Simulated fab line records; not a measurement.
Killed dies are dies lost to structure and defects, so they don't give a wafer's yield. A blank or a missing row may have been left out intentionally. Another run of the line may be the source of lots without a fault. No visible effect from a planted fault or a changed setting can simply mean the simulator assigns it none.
fab line records	flow n5-finfet
record lots=5	wafers=15	last-day=19
route steps=1938 shown BEOL_M1@818 BEOL_M2@841 PASSIVATION@1936
lots with no fault: from the same line, run without faults
start-h: the number of hours between the record's first day and the start of the first shown wafer of the lot	wait-h: time in hours since the lot's previous step	" repeats the value in the row above	L1.1+2: one row covering several wafers at once	- no value, or no start given	* or withheld: withheld	< > ~ a bound
route shown NAME@n: NAME is a module with steps in the file, n the number in the route of the first one	usual: the fault-free wafers' mean and standard deviation	same: alike in all rows	chamber/n: place in a boat	sites: the reading at each site	_std_site: the standard deviation of these	_edge_site: the outer-site mean with the inner-site mean subtracted	radius-mm: how far each site lies from the wafer's centre	mask NAME#n: copy n	behind: tool/chamber where the wafer was last shaped	hold: why the lot was held/for how many hours/how that ended	device: which transistor (n, p or np) failed to switch	end of line: at the end of the route, the tests of the same wafers	a step given without rows: its recipe and nothing more	killed: dies lost to structure and defects at the first sort, not the wafer's yield	map: a wafer's dies, x killed, . not, _ none there
set.NAME: the setting as run; set.NAME@STEP: as run at that earlier step	model.NAME: the simulator's own value behind a step, which no gauge read
a table for each step, a row for each wafer; lots at some steps of the route
services: the hour from which a tool's chamber was out of use, counted from the record's first day as start-h (under 0 if before that day), plus the number of hours and why
## steps
# step N5_BEOL_M1_SPUTTER_81
# recipe material=Cu	target-thk-a=45	temp-c=-20	chamber-pressure-pa=0.07	power-w=withheld	time-s=8.29
# step N5_BEOL_M1_ANNEAL_82
# recipe temp-c=400	time-s=240	ambient=vacuum
# step N5_BEOL_M1_SPUTTER_86
# recipe material=Cu	target-thk-a=45	temp-c=-20	chamber-pressure-pa=0.07	power-w=withheld	time-s=8.29
# step N5_BEOL_M1_ANNEAL_87
# recipe temp-c=400	time-s=240	ambient=vacuum
# step N5_BEOL_M1_SPUTTER_88
# recipe material=Cu	target-thk-a=45	temp-c=-20	chamber-pressure-pa=0.07	power-w=withheld	time-s=8.29
# step N5_BEOL_M1_ANNEAL_89
# recipe temp-c=400	time-s=240	ambient=vacuum
# usual heater-power-w=824/120
lot.wafer	tool	chamber	start-h	wait-h	heater-power-w
L228.4	pvd-sputter-01	-	162.90	0.0	904
L228.5	"	-	"	"	879
L228.6	"	-	"	"	567
L231.1	pvd-sputter-01	-	178.32	0.0	555
L231.4	"	-	"	"	902
L231.6	"	-	"	"	926
L234.2	pvd-sputter-03	-	193.21	0.0	743
L234.3	"	-	"	"	733
L234.5	"	-	"	"	741
L239.1	pvd-sputter-03	-	230.89	0.0	850
L239.3	"	-	"	"	728
L239.6	"	-	"	"	741
L245.2	pvd-sputter-02	-	273.89	0.0	832
L245.3	"	-	"	"	894
L245.6	"	-	"	"	888
# step N5_BEOL_M1_SPUTTER_90
# recipe material=Cu	target-thk-a=45	temp-c=-20	chamber-pressure-pa=0.07	power-w=withheld	time-s=8.29
# step N5_BEOL_M1_ANNEAL_91
# recipe temp-c=400	time-s=240	ambient=vacuum
# step N5_BEOL_M1_SPUTTER_92
# recipe material=Cu	target-thk-a=45	temp-c=-20	chamber-pressure-pa=0.07	power-w=withheld	time-s=8.29
# step N5_BEOL_M1_ANNEAL_93
# recipe temp-c=400	time-s=240	ambient=vacuum
# step N5_BEOL_M1_SPUTTER_94
# recipe material=Cu	target-thk-a=45	temp-c=-20	chamber-pressure-pa=0.07	power-w=withheld	time-s=8.29
# step N5_BEOL_M1_ANNEAL_95
# recipe temp-c=400	time-s=240	ambient=vacuum
# step N5_BEOL_M1_SPUTTER_96
# recipe material=Cu	target-thk-a=45	temp-c=-20	chamber-pressure-pa=0.07	power-w=withheld	time-s=8.29
# usual throttle-valve-pct=30.6/1
lot.wafer	tool	chamber	start-h	wait-h	throttle-valve-pct
L228.4	pvd-sputter-01	-	163.70	0.1	30.5
L228.5	"	-	"	"	30.9
L228.6	"	-	"	"	29.5
L231.1	pvd-sputter-01	-	179.12	0.1	29.6
L231.4	"	-	"	"	30.8
L231.6	"	-	"	"	30.7
L234.2	pvd-sputter-03	-	194.01	0.1	28.8
L234.3	"	-	"	"	30.6
L234.5	"	-	"	"	28.8
L239.1	pvd-sputter-03	-	231.69	0.1	30.4
L239.3	"	-	"	"	30.8
L239.6	"	-	"	"	28.7
L245.2	pvd-sputter-02	-	274.69	0.1	32.4
L245.3	"	-	"	"	30.2
L245.6	"	-	"	"	30.6
# step N5_BEOL_M1_ECD_50
# recipe material=Cu	target-thk-a=3000
# step N5_BEOL_M1_ANNEAL_51
# recipe temp-c=225	time-s=90	ambient=N2
# usual wafer_temp_C_max=226.08/0.3
lot.wafer	tool	chamber	start-h	wait-h	wafer_temp_C_max
L228.4	rtp-anneal-01	0	164.25	0.4	225.15
L228.5	"	0	"	"	226.11
L228.6	"	0	"	"	225.87
L231.1	rtp-anneal-02	0	183.97	4.7	226.26
L231.4	"	0	"	"	226.17
L231.6	"	0	"	"	226.40
L234.2	rtp-anneal-02	0	195.57	1.4	225.82
L234.3	"	0	"	"	225.87
L234.5	"	0	"	"	225.95
L239.1	rtp-anneal-02	0	234.46	2.6	225.86
L239.3	"	0	"	"	226.02
L239.6	"	0	"	"	225.76
L245.2	rtp-anneal-01	0	274.98	0.2	226.01
L245.3	"	0	"	"	225.84
L245.6	"	0	"	"	226.14
# step N5_BEOL_M1_CMP_52
# recipe stop-on=SiOC	t-overpolish-s=6.8	down-force-psi=1	platen-rpm=50	clearing-platen-down-force-psi=1.5	clearing-platen-rpm=50	post-cmp-clean=cu-alkaline	target-thk-nm=40	clearing-platen-pad-velocity-m-s=0.99484	pad-velocity-m-s=0.99484
# step N5_BEOL_M1_PRE_CLEAN_60
# recipe gas=NH3/H2	time-s=15	temp-c=*	rf-power-w=300
# usual heater-power-w=86/13
lot.wafer	tool	chamber	start-h	wait-h	heater-power-w
L228.4	cvd-co-01	1	164.90	0.1	77
L228.5	"	2	"	"	77
L228.6	"	0	"	"	108
L231.1	cvd-co-01	1	184.60	0.0	83
L231.4	"	0	"	"	109
L231.6	"	1	"	"	82
L234.2	cvd-co-01	0	196.15	0.0	107
L234.3	"	2	"	"	79
L234.5	"	1	"	"	83
L239.1	cvd-co-02	0	235.10	0.0	82
L239.3	"	1	"	"	87
L239.6	"	2	"	"	67
L245.2	cvd-co-01	1	275.56	0.0	81
L245.3	"	0	"	"	110
L245.6	"	2	"	"	81
# step N5_BEOL_M1_CO_CAP_55
# recipe material=Co	target-thk-a=20	temp-c=200	precursor=CCTBA/H2	pressure-torr=30	time-s=102.1
# step N5_BEOL_M1_PRE_CLEAN_56
# recipe gas=NH3	time-s=15	temp-c=withheld	rf-power-w=300
# step N5_BEOL_M1_DEP_57
# recipe material=SiCN	target-thk-a=80	temp-c=withheld	precursor=3MS/NH3	pressure-torr=3	rf-w=202	time-s=14
# step N5_BEOL_M1_RS_MEAS_58
# recipe thk-meas-gauge=four-point-probe	reads=Co_of_BEOL_M1_CO_CAP_55+Cu_of_BEOL_M1_ECD_50+Co_of_BEOL_M1_CVD_47+TaN_of_BEOL_M1_ALD_84
# usual M1_RS=0.68/0.037
lot.wafer	tool	chamber	start-h	wait-h	M1_RS[ohm/sq]
L228.4	film-metro-02	-	165.11	0.0	0.69
L228.5	"	-	"	"	0.74
L228.6	"	-	"	"	0.69
L231.1	film-metro-02	-	184.82	0.0	0.70
L231.4	"	-	"	"	0.70
L231.6	"	-	"	"	0.68
L234.2	film-metro-02	-	196.39	0.1	0.73
L234.3	"	-	"	"	0.73
L234.5	"	-	"	"	0.68
L239.1	film-metro-02	-	235.32	0.0	0.67
L239.3	"	-	"	"	0.71
L239.6	"	-	"	"	0.67
L245.2	film-metro-01	-	275.78	0.1	0.70
L245.3	"	-	"	"	0.69
L245.6	"	-	"	"	0.67
# step N5_BEOL_M2_ILD_DEP_00
# recipe material=SiOC	target-thk-a=790	temp-c=350	precursor=DEMS/O2	pressure-torr=5	rf-w=500	time-s=15.3
# step N5_BEOL_M2_THK_MEAS_01
# recipe reads=SiOC_of_BEOL_M2_ILD_DEP_00
# usual M2_ILD_THK=79.1/1.1
lot.wafer	tool	chamber	start-h	wait-h	M2_ILD_THK[nm]
L228.4	film-metro-01	-	165.24	0.0	79.7
L228.5	"	-	"	"	80.5
L228.6	"	-	"	"	80.1
L231.1	film-metro-02	-	184.95	0.0	79.0
L231.4	"	-	"	"	79.9
L231.6	"	-	"	"	81.4
L234.2	film-metro-02	-	196.52	0.1	77.4
L234.3	"	-	"	"	78.6
L234.5	"	-	"	"	79.6
L239.1	film-metro-01	-	235.45	0.0	78.2
L239.3	"	-	"	"	78.3
L239.6	"	-	"	"	77.8
L245.2	film-metro-01	-	275.91	0.1	77.4
L245.3	"	-	"	"	78.1
L245.6	"	-	"	"	79.7
# step N5_BEOL_M2_PECVD_72
# recipe material=SiO2	target-thk-a=160	temp-c=400	precursor=TEOS/O2	pressure-torr=5.5	rf-w=450	teos-flow-sccm=53.8	gas=O2	flow-sccm=3000	time-s=18
# usual heater-power-w=657/69	showerhead-plenum-p-Torr=8.80/0.056	throttle-valve-pct=22.4/1
lot.wafer	tool	chamber	start-h	wait-h	heater-power-w	showerhead-plenum-p-Torr	throttle-valve-pct
L228.4	pecvd-04	1	165.29	0.1	712	8.87	23.2
L228.5	"	2	"	"	647	8.82	22.0
L228.6	"	0	"	"	539	8.68	22.7
L231.1	pecvd-04	0	184.99	0.0	547	8.67	22.5
L231.4	"	2	"	"	671	8.83	22.1
L231.6	"	1	"	"	731	8.86	23.0
L234.2	pecvd-01	2	196.56	0.0	609	8.83	20.6
L234.3	"	1	"	"	692	8.78	23.2
L234.5	"	2	"	"	603	8.85	20.6
L239.1	pecvd-04	1	235.49	0.0	726	8.86	23.2
L239.3	"	0	"	"	638	8.70	22.4
L239.6	"	2	"	"	602	8.85	22.2
L245.2	pecvd-01	0	275.95	0.0	750	8.78	21.0
L245.3	"	2	"	"	608	8.84	20.8
L245.6	"	1	"	"	648	8.76	23.1
# step N5_BEOL_M2_HM_DEP_02
# recipe material=TiN	target-thk-a=200	temp-c=25	chamber-pressure-pa=0.49996
# usual throttle-valve-pct=30.6/1
lot.wafer	tool	chamber	start-h	wait-h	throttle-valve-pct
L228.4	pvd-sputter-02	-	166.19	0.9	30.0
L228.5	"	-	"	"	29.9
L228.6	"	-	"	"	31.5
L231.1	pvd-sputter-03	-	186.12	1.1	28.6
L231.4	"	-	"	"	31.2
L231.6	"	-	"	"	30.8
L234.2	pvd-sputter-03	-	196.61	0.0	30.5
L234.3	"	-	"	"	28.9
L234.5	"	-	"	"	30.5
L239.1	pvd-sputter-02	-	236.48	1.0	31.4
L239.3	"	-	"	"	30.0
L239.6	"	-	"	"	30.3
L245.2	pvd-sputter-01	-	276.78	0.8	32.3
L245.3	"	-	"	"	30.5
L245.6	"	-	"	"	31.9
# step N5_BEOL_M2_COAT_61
# recipe resist=SOC	temp-c=250	time-s=60	spin-rpm=1500	resist-thk-nm=60
# step N5_BEOL_M2_COAT_62
# recipe resist=SiARC	temp-c=220	time-s=60	spin-rpm=1500	resist-thk-nm=12
# step N5_BEOL_M2_COAT_73
# recipe resist=underlayer	temp-c=205	time-s=60	spin-rpm=1500	resist-thk-nm=5
# step N5_BEOL_M2_COAT_05
# recipe resist=CAR-EUV	spin-rpm=1500	resist-thk-nm=30
# step N5_BEOL_M2_EBR_07
# recipe solvent=PGMEA	ebr-width-mm=1.5
# step N5_BEOL_M2_SOFTBAKE_06
# recipe temp-c=110	time-s=60	resist=CAR-EUV
# step N5_BEOL_M2_EXPOSE_08
# recipe mask-id=M2	na=0.33	source-shape=dipole	sigma-inner=0.369	sigma-outer=0.767	polarization=unpolarized	dose-mj=41.25
# step N5_BEOL_M2_PEB_09
# recipe peb-temp-c=100	peb-time-s=60	resist=CAR-EUV
# step N5_BEOL_M2_DEVELOP_10
# recipe develop-time-s=30	developer=TMAH	resist=CAR-EUV	rinse-liquid=surfactant-rinse	dry=air-spin	dev-temp-c=23
# step N5_BEOL_M2_CD_MEAS_11
# recipe target-cd-nm=16.79	landing-energy-ev=500	detector=se-inlens	polarity=opening
# usual cd-nm=16.84/0.25
lot.wafer	tool	chamber	start-h	wait-h	cd-nm
L228.4	cd-sem-03	0	166.59	-	16.97
L228.5	"	0	"	"	16.76
L228.6	"	0	"	"	16.65
L231.1	cd-sem-02	0	186.64	-	16.95
L231.4	"	0	"	"	16.81
L231.6	"	0	"	"	16.32
L234.2	cd-sem-03	0	197.01	-	16.91
L234.3	"	0	"	"	17.10
L234.5	"	0	"	"	16.87
L239.1	cd-sem-01	0	237.00	-	16.64
L239.3	"	0	"	"	17.21
L239.6	"	0	"	"	16.82
L245.2	cd-sem-01	0	277.18	-	16.89
L245.3	"	0	"	"	16.64
L245.6	"	0	"	"	16.76
# step N5_BEOL_M2_OVL_MEAS_12
# recipe points-per-wafer=522
# usual M2_OVL=0.5/0.67
lot.wafer	tool	chamber	start-h	wait-h	M2_OVL[nm]
L228.4	overlay-02	0	166.64	0.0	1.1
L228.5	"	0	"	"	1.6
L228.6	"	0	"	"	1.2
L231.1	overlay-02	0	186.67	0.0	0.8
L231.4	"	0	"	"	0.1
L231.6	"	0	"	"	-0.2
L234.2	overlay-02	0	197.04	0.0	0.9
L234.3	"	0	"	"	0.2
L234.5	"	0	"	"	0.5
L239.1	overlay-01	0	237.03	0.0	-0.3
L239.3	"	0	"	"	0.2
L239.6	"	0	"	"	-0.4
L245.2	overlay-02	0	277.22	0.0	1.0
L245.3	"	0	"	"	0.7
L245.6	"	0	"	"	1.0
# step N5_BEOL_M2_DESCUM_16
# recipe chemistry=O2	time-s=7	source-power-w=50	bias-power-w=20	pressure-mtorr=20	rf-frequency-hz=2.712e+07	temp-c=40	resist=CAR-EUV	o2-flow-sccm=225
# step N5_BEOL_M2_ETCH_74
# recipe chemistry=N2/H2	target=underlayer	target-depth-a=65	mask-material=CAR-EUV	time-s=5.2	ion-energy-ev=200	pressure-mtorr=30	source-w=840	bias-w=150	n2-flow-sccm=200	h2-flow-sccm=200	ends=cleared
# step N5_BEOL_M2_ETCH_63
# recipe chemistry=CF4	target=SiARC	target-depth-a=156	mask-material=CAR-EUV	time-s=26	ion-energy-ev=80	pressure-mtorr=40	source-w=545	bias-w=36	Ar_flow_sccm=100	cf4-flow-sccm=100	ends=cleared
# step N5_PASSIVATION_PROBE_49
# usual defect-limited-yield=91.1/1.4	killed_at_M0_to_M3=36/11	killed_at_M4_up=14/5.2	killed-at-contacts=12/6.1	killed-at-front-end=40/12	killed-at-other=3.2/2.5	killed-dies=105/16	killed-open=68/12	killed-short=35/8.7	sort_bin_5_function=5.2/0.89	sort_bin_6_memory=3.3/0.66	sort_bin_8_speed=0.01/0.085	sort-n-pass=1074/16	sort-yield-pct=91.1/1.4
# same gross-dies=1180	killed-at-back-side=0	sort_bin_4_leakage[%]=0
lot.wafer	tool	chamber	start-h	wait-h	defect-limited-yield[%]	killed_at_M0_to_M3	killed_at_M4_up	killed-at-contacts	killed-at-front-end	killed-at-other	killed-dies	killed-open	killed-short	sort_bin_5_function[%]	sort_bin_6_memory[%]	sort_bin_8_speed[%]	sort-n-pass	sort-yield-pct[%]
L231.1	prober-02	-	349.16	0.0	91.7	36	18	4	40	0	98	63	31	4.4	3.5	0	1082	91.7
L231.4	prober-02	-	349.31	0.2	84.6	123	13	5	41	0	182	66	23	9.8	3.5	0	998	84.6
L245.2	prober-01	-	453.30	0.1	89.2	49	6	21	44	8	128	90	33	6.5	4.1	0	1052	89.2
L245.3	prober-01	-	453.35	0.1	88.1	68	10	28	33	2	141	76	61	7.5	3.8	0	1039	88.1
L245.6	prober-01	-	453.50	0.3	90.7	58	12	10	23	7	110	70	37	6.2	3.1	0	1070	90.7
# killed by level:class
L231.1 FIN_SAQP:geometric-particle:open=12 BEOL_M0_SAQP:geometric-particle:short=9 BEOL_M0_SAQP:geometric-particle:open=7 STI_FIN_REVEAL:geometric-particle:open=6 BEOL_M2:geometric-particle:open=6 BEOL_M4:geometric-particle:open=6 STARTING-WAFER:geometric-particle:short=5 FIN_SAQP:geometric-particle:short=4
L231.4 BEOL_M1:unspecified=84 BEOL_M2:geometric-particle:open=12 FIN_SAQP:geometric-particle:short=9 STI_FIN_REVEAL:geometric-particle:open=8 BEOL_M0_SAQP:geometric-particle:open=8 BEOL_M4:geometric-particle:open=7 FIN_SAQP:geometric-particle:open=6 DUMMY_GATE:geometric-particle:open=6
L245.2 MOL_CONTACT_COAG:geometric-particle:open=16 BEOL_M0_SAQP:geometric-particle:open=12 DUMMY_GATE:geometric-particle:open=11 STI_FIN_REVEAL:geometric-particle:open=9 BEOL_M0:geometric-particle:open=7 BEOL_M1:geometric-particle:open=7 BEOL_M0_SAQP:geometric-particle:short=6 FIN_SAQP:geometric-particle:short=5
L245.3 MOL_CONTACT_COAG:geometric-particle:open=23 BEOL_M0_SAQP:geometric-particle:short=22 BEOL_M0_SAQP:geometric-particle:open=16 FIN_SAQP:geometric-particle:short=9 BEOL_M2:geometric-particle:open=8 BEOL_M1:geometric-particle:short=8 FIN_SAQP:geometric-particle:open=5 DUMMY_GATE:geometric-particle:open=5
L245.6 BEOL_M0_SAQP:geometric-particle:open=19 BEOL_M0_SAQP:geometric-particle:short=12 MOL_CONTACT_COAG:geometric-particle:open=9 FIN_SAQP:geometric-particle:short=6 BEOL_M0:geometric-particle:open=6 BEOL_M1:geometric-particle:open=6 STI_FIN_REVEAL:geometric-particle:open=5 BEOL_M1:geometric-particle:short=5
# map L231.4 (x killed, . not)
_________________.x....xxxxxx________________
______________........xxxxxxx.xx_____________
___________.........xxxxxxxxxxx.xx.__________
__________........x.xxxxxxxxxxxxxx.._________
________.............xxxxxxxxxxxx...x._______
_______.....x.........xxxxxxxxxx.......______
______.x...........x.xxxxxxxxx.....x...._____
_____..x..x........xx..x.xxxx.x...x.x....____
____..x.....x............xx.x..x..x.x.....___
___.......x........x...x....x........x....x__
___............................x...........__
__.........................x...x......x....._
__...............x...........x......x......._
_..xx.........................x..............
_...x....x........................x..........
_x.x...............x......................x..
_.......x..x.......x.......x...............x.
_.....x.................x....................
_..................................xx...x....
_.....................x.....................x
_................................xx...x......
__.....x..x........x.........x.............._
__.....x............x...........x..xxx...x.._
___..........x......x........x.............__
___..................x....x.............x..__
____............x.x................xx....x___
_____x.........x...x....x...x............____
______.............x...x................_____
_______...............x....x...........______
________........x...xx................_______
__________........x....x............_________
___________............x....xx....x__________
______________...x.x...x..x....._____________
_________________............________________
# map L228.5 (x killed, . not)
_________________........x.x.________________
______________..xx.x.x.........._____________
___________.......xx.......x..x....__________
__________....x.......x...........x._________
________......x.................x....._______
_______..x......x......x.x........x.x.x______
______.x......x...xxx.................x._____
_____.x.....x......x..............xx..x..____
____..x....xx..........x.......x..........___
___........x...............................__
___.........x................x.....x...x...__
__..........................x.......x......x_
__x.x.....x......................x.x......x._
_x...........x...............................
_...x.......x................................
_.x...............................x..........
_....x......x................................
_...............xx...................x.......
_.....xxxx.x.................x..x..x.x.......
_.....x................x....x.......x........
_.....x......................................
__.......x..x.........x...................x._
__.x.x..............x......x................_
___....x...........x......................x__
___..x..x.....x......x..............x......__
____..xx........x....x....................___
_____...x................x...............____
______x...xx.......x...............x.x.._____
_______.........x.......x..............______
________.x.........................x.._______
__________..................x...x..._________
___________x.........x...xxx.......__________
______________..........x......._____________
_________________..........x.________________
## services
tool	chamber	start-h	hours	kind
pecvd-04	0	157.67	2.1	scheduled-down
rtp-anneal-02	-	161.36	4.3	pm
cvd-co-02	-	163.65	6.9	pm
pecvd-01	0	166.14	7.5	repair
pvd-sputter-03	-	168.35	2.5	repair
pecvd-01	-	175.72	2.8	pm
pecvd-04	1	192.15	2.1	scheduled-down
pecvd-01	-	216.05	2.1	repair
pecvd-01	2	222.84	2.1	scheduled-down
pecvd-01	-	227.20	4.2	repair
cvd-co-02	-	254.53	0.8	repair
pvd-sputter-03	-	256.81	10.5	repair
## key
first-sign step=N5_PASSIVATION_PROBE_49	reading=killed_at_M0_to_M3	direction=up	sigmas=8.1	usual=36	struck=123
effect step=N5_PASSIVATION_PROBE_49	reading=killed-dies	direction=up	sigmas=4.7	usual=105	struck=182
more-kills-born-at N5_BEOL_M1_SPUTTER_96@pvd-sputter-01=84
met-at N5_BEOL_M1_SPUTTER_96
struck-wafers L231.4
onset-between 163.70 179.12
fault kind=chamber-particle-source	tool=pvd-sputter-01	chamber=-	onset-h=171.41	steps=N5_BEOL_M1_SPUTTER_96	rate-per-visit-cm2=0.46879	end-h=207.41	scope=struck-wafers-only
